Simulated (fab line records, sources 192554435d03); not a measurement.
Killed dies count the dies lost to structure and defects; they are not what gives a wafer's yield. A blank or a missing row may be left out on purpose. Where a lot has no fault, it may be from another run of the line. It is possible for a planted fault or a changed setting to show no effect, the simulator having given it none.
fab line records	flow n5-finfet	part 2 of 2: steps 5 to 6 of 6
record: lots: 22	wafers: 66	last-day: 18
route steps=1938 shown BEOL_M9@1422 BEOL_M10@1472
lots with no fault: from the same line, run without faults
start-h: start of the lot's first displayed wafer, in hours after the record's first day	wait-h: hours from the lot's prior step to this one	" unchanged from the row above	L1.1+2: a single row standing in for several wafers	- no value, or no start was given	* or withheld: withheld	< > ~ a bound
route shown NAME@n: names a module that has steps shown in the file, with the first one's number in the route	usual: mean/standard deviation taken from wafers without a fault	same: alike in all rows	chamber/n: place in a boat	sites: readings site by site	_std_site: their standard deviation	_edge_site: mean of outer sites minus mean of inner sites	radius-mm: for every site, how far away it sits from the centre of the wafer	mask NAME#n: copy n	behind: the tool/chamber that last shaped the wafer	hold: the reason the lot was held/the length of the hold in hours/how it ended	device: which transistor (n, p or np) failed to switch	end of line: the tests these same wafers got at the end of their route	step lacking rows: just its recipe	killed: dies that structure and defects cost at the first sort, which is not the same as the wafer's yield	map: dies across one wafer; x = killed, . = not, _ = none there
set.NAME: the setting the step ran with; set.NAME@STEP: the setting that earlier step ran with	model.NAME: the simulator's own value behind a step, which no gauge read
steps of the route over a sample of lots; a table a step, a row a wafer
services: when a tool's chamber went out of use (start-h, in hours from the record's first day, below 0 if earlier), for how many hours, and the reason
== steps ==
step: N5_BEOL_M10_HM_OPEN_17
recipe: chemistry: Cl2/BCl3	target-depth-a: 200	overetch-a: 60	target: TiN	mask-material: SOC	ion-energy-ev: 150	pressure-mtorr: 10	icp-w: 1000	bias-w: 126	Cl2_flow_sccm: 53.25	bcl3-flow-sccm: 21.75	Ar_flow_sccm: 25
usual: chamber-pressure-mTorr: 9.999/0.0093	drypump-motor-current-A: 5.8/0.42	oes-product-au: 0.66/0.099	throttle-valve-pct: 22.28/0.24
lot.wafer	tool	chamber	start-h	wait-h	chamber-pressure-mTorr	drypump-motor-current-A	oes-product-au	rf-hours-counter-h	throttle-valve-pct
L074.1	rie-metal-03	1	217.24	0.0	9.979	6.0	0.52	122	22.17
L074.2	"	0	"	"	9.995	6.1	0.70	28	22.51
L074.3	"	1	"	"	10.008	6.0	0.53	-	22.18
L077.3	rie-metal-01	1	227.28	0.1	10.002	6.0	0.58	-	22.44
L077.4	"	0	"	"	9.996	4.9	0.53	-	22.51
L077.6	"	0	"	"	9.994	4.9	0.53	-	22.53
L076.3	rie-metal-02	1	232.92	0.1	9.994	5.5	0.59	-	22.47
L076.4	"	0	"	"	10.002	6.1	0.76	-	22.02
L076.6	"	0	"	"	10.001	6.1	0.77	-	22.03
L075.3	rie-metal-03	1	235.08	0.1	10.010	6.0	0.53	-	22.19
L075.4	"	0	"	"	9.987	6.1	0.70	-	22.50
L075.6	"	0	"	"	9.980	6.1	0.70	-	22.52
L078.2	rie-metal-02	0	238.73	0.0	9.999	6.1	0.77	14	21.99
L078.4	"	1	"	"	9.995	5.5	0.59	-	22.48
L078.5	"	0	"	"	9.988	6.1	0.78	-	22.00
L080.1	rie-metal-01	1	245.52	0.0	9.999	6.1	0.59	95	22.42
L080.4	"	0	"	"	10.003	4.9	0.54	-	22.49
L080.6	"	1	"	"	9.982	6.0	0.59	-	22.43
L081.1	rie-metal-02	0	246.11	0.0	10.011	6.1	0.76	15	22.03
L081.2	"	1	"	"	9.989	5.5	0.59	91	22.51
L081.5	"	1	"	"	9.991	5.5	0.60	-	22.49
L082.1	rie-metal-01	1	257.00	0.0	9.995	6.0	0.57	97	22.46
L082.4	"	1	"	"	10.002	6.0	0.58	-	22.42
L082.5	"	1	"	"	10.012	6.0	0.57	-	22.44
L083.1	rie-metal-02	0	266.99	0.0	10.002	6.1	0.75	17	22.05
L083.2	"	1	"	"	9.996	5.5	0.58	93	22.49
L083.5	"	1	"	"	10.002	5.5	0.59	-	22.49
L085.2	rie-metal-03	0	278.28	0.0	10.007	6.1	0.70	32	22.50
L085.4	"	0	"	"	10.002	6.0	0.70	-	22.50
L085.6	"	1	"	"	10.001	6.0	0.84	-	21.89
L088.2	rie-metal-01	1	299.67	0.0	9.988	6.0	0.56	101	22.50
L088.5	"	0	"	"	9.970	4.9	0.81	-	22.04
L088.6	"	1	"	"	10.003	6.0	0.56	-	22.47
L086.1	rie-metal-03	0	299.92	0.0	10.006	6.1	0.68	34	22.52
L086.2	"	1	"	"	10.010	6.0	0.80	3	21.91
L086.4	"	1	"	"	10.022	6.0	0.80	-	21.90
L084.1	rie-metal-02	1	300.09	0.0	10.001	5.5	0.58	98	22.50
L084.5	"	1	"	"	9.999	5.5	0.58	-	22.50
L084.6	"	0	"	"	9.988	6.1	0.75	-	22.05
L090.2	rie-metal-01	0	300.26	0.0	10.010	4.9	0.80	2	22.02
L090.3	"	0	"	"	9.993	4.9	0.81	-	22.00
L090.4	"	1	"	"	10.001	6.0	0.57	-	22.45
L087.1	rie-metal-01	0	300.45	0.0	9.997	4.9	0.81	2	22.03
L087.2	"	1	"	"	9.996	6.0	0.55	101	22.49
L087.6	"	0	"	"	10.003	4.9	0.79	-	22.04
L089.3	rie-metal-01	0	304.42	0.1	10.002	4.9	0.81	-	22.01
L089.4	"	1	"	"	10.014	6.0	0.58	-	22.46
L089.5	"	1	"	"	9.995	6.0	0.57	-	22.46
L091.1	rie-metal-02	0	317.16	0.0	9.978	6.1	0.74	23	22.03
L091.3	"	0	"	"	9.988	6.1	0.74	-	22.03
L091.4	"	1	"	"	9.992	5.5	0.58	-	22.51
L092.2	rie-metal-01	0	326.94	0.0	9.997	4.9	0.78	5	22.02
L092.5	"	0	"	"	9.992	4.9	0.79	-	22.02
L092.6	"	1	"	"	10.009	6.0	0.56	-	22.47
L093.1	rie-metal-02	0	335.36	0.0	10.000	6.1	0.72	24	22.07
L093.2	"	1	"	"	9.997	5.5	0.57	101	22.53
L093.3	"	0	"	"	9.983	6.1	0.72	-	22.05
L094.4	rie-metal-03	1	336.33	0.1	10.009	6.0	0.79	-	21.90
L094.5	"	1	"	"	10.004	6.0	0.78	-	21.90
L094.6	"	0	"	"	10.000	6.0	0.67	-	22.53
L095.2	rie-metal-02	0	343.98	0.0	9.999	6.1	0.72	25	22.05
L095.4	"	0	"	"	9.991	6.1	0.72	-	22.05
L095.5	"	1	"	"	10.006	5.5	0.58	-	22.54
L097.4	rie-metal-02	0	369.18	0.1	10.003	6.1	0.72	-	22.04
L097.5	"	0	"	"	10.012	6.1	0.72	-	22.06
L097.6	"	1	"	"	10.005	5.5	0.57	-	22.51
step: N5_BEOL_M10_DESCUM_33
recipe: chemistry: O2	time-s: 7.9	source-power-w: 50	bias-power-w: 20	pressure-mtorr: 20	rf-frequency-hz: 2.712e+07	temp-c: 40	resist: CAR-ArF	o2-flow-sccm: 225
usual: chamber-pressure-mTorr: 19.999/0.017	drypump-motor-current-A: 5.4/0.38	oes-product-au: 0.75/0.079	rf-vpp-V: 242.7/1.5	showerhead-plenum-p-Torr: 2.06/0.084	throttle-valve-pct: 20.40/0.13
lot.wafer	tool	chamber	start-h	wait-h	chamber-pressure-mTorr	drypump-motor-current-A	oes-product-au	rf-hours-counter-h	rf-vpp-V	showerhead-plenum-p-Torr	throttle-valve-pct
L074.1	rie-diel-02	3	219.13	1.2	20.027	5.4	0.89	49	243.3	2.12	20.27
L074.2	"	1	"	"	19.963	4.9	0.86	46	243.0	2.14	20.28
L074.3	"	2	"	"	20.010	5.9	0.71	211	243.5	2.15	20.47
L077.3	rie-diel-04	2	228.56	0.6	19.993	4.8	0.86	54	242.4	2.05	20.39
L077.4	"	0	"	"	19.997	5.8	0.69	208	241.7	1.97	20.51
L077.6	"	0	"	"	20.024	5.9	0.69	-	241.9	1.97	20.50
L076.3	rie-diel-04	2	233.57	0.0	20.002	4.8	0.86	56	242.3	2.05	20.38
L076.4	"	1	"	"	20.011	5.3	0.71	229	244.5	2.14	20.55
L076.6	"	1	"	"	20.027	5.3	0.70	-	244.4	2.14	20.57
L075.3	rie-diel-04	3	236.14	0.3	19.989	5.6	0.69	209	241.8	1.97	20.31
L075.4	"	2	"	"	20.008	4.8	0.86	57	242.2	2.05	20.39
L075.6	"	0	"	"	20.028	5.9	0.69	-	242.5	1.97	20.51
L078.2	rie-diel-04	1	240.30	0.8	20.014	5.3	0.70	233	243.7	2.14	20.57
L078.4	"	3	"	"	19.993	5.7	0.69	211	241.1	1.97	20.31
L078.5	"	0	"	"	19.986	5.9	0.69	-	242.5	1.97	20.51
L080.1	rie-diel-04	2	247.91	0.0	20.003	4.8	0.86	62	241.1	2.04	20.41
L080.4	"	0	"	"	20.022	5.9	0.69	217	242.3	1.97	20.52
L080.6	"	0	"	"	20.002	5.9	0.68	-	242.3	1.97	20.51
L081.1	rie-diel-02	0	248.60	0.6	19.972	5.7	0.69	226	241.9	1.98	20.45
L081.2	"	2	"	"	19.992	5.9	0.69	225	244.4	2.14	20.51
L081.5	"	0	"	"	20.019	5.7	0.69	-	240.0	1.98	20.46
L082.1	rie-diel-04	0	261.54	0.3	19.990	5.9	0.69	222	242.5	1.96	20.52
L082.4	"	1	"	"	19.979	5.3	0.69	240	244.4	2.14	20.60
L082.5	"	0	"	"	20.007	5.9	0.68	-	243.2	1.96	20.54
L083.1	rie-diel-04	3	269.96	0.0	20.000	5.6	0.67	223	241.2	1.96	20.32
L083.2	"	1	"	"	20.003	5.3	0.69	242	245.0	2.14	20.58
L083.5	"	1	"	"	20.021	5.3	0.69	-	242.8	2.14	20.59
L085.2	rie-diel-04	0	280.78	0.0	19.989	5.9	0.68	228	240.9	1.96	20.54
L085.4	"	2	"	"	19.999	4.8	0.83	75	241.7	2.04	20.42
L085.6	"	2	"	"	19.974	4.8	0.83	-	241.4	2.04	20.42
L088.2	rie-diel-04	0	300.44	0.1	20.000	5.8	0.68	236	239.9	1.96	20.56
L088.5	"	3	"	"	19.990	5.6	0.67	-	240.6	1.96	20.34
L088.6	"	2	"	"	19.971	4.8	0.83	-	241.2	2.04	20.44
L084.1	rie-diel-02	2	302.40	0.2	20.015	5.9	0.69	243	244.8	2.13	20.53
L084.5	"	0	"	"	20.005	5.7	0.69	-	241.0	1.97	20.48
L084.6	"	3	"	"	20.005	5.4	0.84	-	243.1	2.11	20.33
L086.1	rie-diel-02	1	302.86	0.5	19.980	5.0	0.82	76	244.2	2.13	20.30
L086.2	"	0	"	"	19.981	5.7	0.68	243	242.1	1.97	20.47
L086.4	"	2	"	"	20.016	5.9	0.69	243	244.4	2.14	20.51
L090.2	rie-diel-04	0	302.88	0.4	20.007	5.9	0.67	237	239.5	1.96	20.55
L090.3	"	3	"	"	19.986	5.6	0.68	237	241.5	1.96	20.34
L090.4	"	2	"	"	20.007	4.8	0.82	-	242.1	2.04	20.44
L087.1	rie-diel-02	0	303.33	0.7	20.021	5.7	0.67	243	241.0	1.97	20.47
L087.2	"	3	"	"	20.003	5.4	0.84	80	243.6	2.11	20.33
L087.6	"	1	"	"	19.966	5.0	0.82	-	245.2	2.13	20.31
L089.3	rie-diel-05	1	306.95	0.0	19.994	5.5	0.70	233	242.2	1.96	20.43
L089.4	"	0	"	"	20.033	4.9	0.75	119	244.6	2.10	20.08
L089.5	"	2	"	"	20.008	5.9	0.67	-	242.6	2.16	20.48
L091.1	rie-diel-02	0	318.45	0.2	20.009	5.7	0.68	249	240.3	1.97	20.48
L091.3	"	2	"	"	19.978	5.9	0.68	249	243.4	2.13	20.54
L091.4	"	2	"	"	20.012	5.9	0.69	-	242.3	2.13	20.53
L092.2	rie-diel-05	0	328.03	0.0	19.994	5.0	0.75	126	243.1	2.10	20.10
L092.5	"	2	"	"	20.019	5.9	0.67	-	244.2	2.16	20.50
L092.6	"	3	"	"	20.023	5.7	0.81	-	246.0	2.19	20.24
L094.4	rie-diel-04	2	337.42	0.0	19.988	4.8	0.80	97	242.1	2.03	20.44
L094.5	"	0	"	"	20.005	5.9	0.66	-	240.7	1.95	20.59
L094.6	"	1	"	"	20.030	5.3	0.94	-	243.6	2.13	20.34
L093.1	rie-diel-02	3	337.51	0.0	19.967	5.4	0.84	87	244.3	2.11	20.34
L093.2	"	0	"	"	19.985	5.6	0.68	259	241.6	1.97	20.49
L093.3	"	1	"	"	20.028	5.0	0.80	93	241.7	2.13	20.33
L095.2	rie-diel-05	0	344.89	0.0	20.012	5.0	0.74	133	242.1	2.10	20.11
L095.4	"	3	"	"	19.987	5.7	0.80	-	245.1	2.19	20.26
L095.5	"	1	"	"	19.993	5.5	0.70	-	241.4	1.95	20.46
L097.4	rie-diel-04	0	370.95	0.0	19.978	5.8	0.95	-	246.9	2.21	20.06
L097.5	"	2	"	"	20.013	4.8	0.80	-	242.9	2.03	20.47
L097.6	"	1	"	"	20.000	5.3	0.90	-	242.5	2.13	20.33
== services ==
tool	chamber	start-h	hours	kind
uv-cure-03	-	191.02	2.1	pm
rie-diel-04	-	212.45	14.6	pm
rie-diel-05	0	213.96	11.5	repair
uv-cure-02	-	225.05	0.6	repair
rie-metal-03	-	245.41	2.8	pm
rie-diel-05	1	253.43	2.5	repair
uv-cure-03	-	258.81	7.5	pm
rie-diel-02	-	273.16	0.6	repair
rie-diel-05	-	278.82	0.5	repair
rie-diel-05	2	282.21	3.3	repair
rie-diel-04	1	289.29	-	clean
rie-diel-04	1	289.29	-	consumable-replace:focus-ring
rie-diel-04	1	289.29	17.8	scheduled-down
rie-diel-04	1	289.29	17.8	vent-cycle
rie-metal-03	1	308.49	1.2	repair
rie-diel-02	3	310.74	16.3	repair
rie-diel-04	0	330.12	3.0	repair
uv-cure-03	-	331.59	0.8	repair
rie-diel-05	2	333.81	16.7	repair
rie-diel-04	0	341.05	-	clean
rie-diel-04	3	346.95	4.0	repair
rie-metal-03	1	352.13	5.4	repair
rie-metal-02	-	353.89	0.2	repair
rie-diel-05	-	364.22	2.8	pm
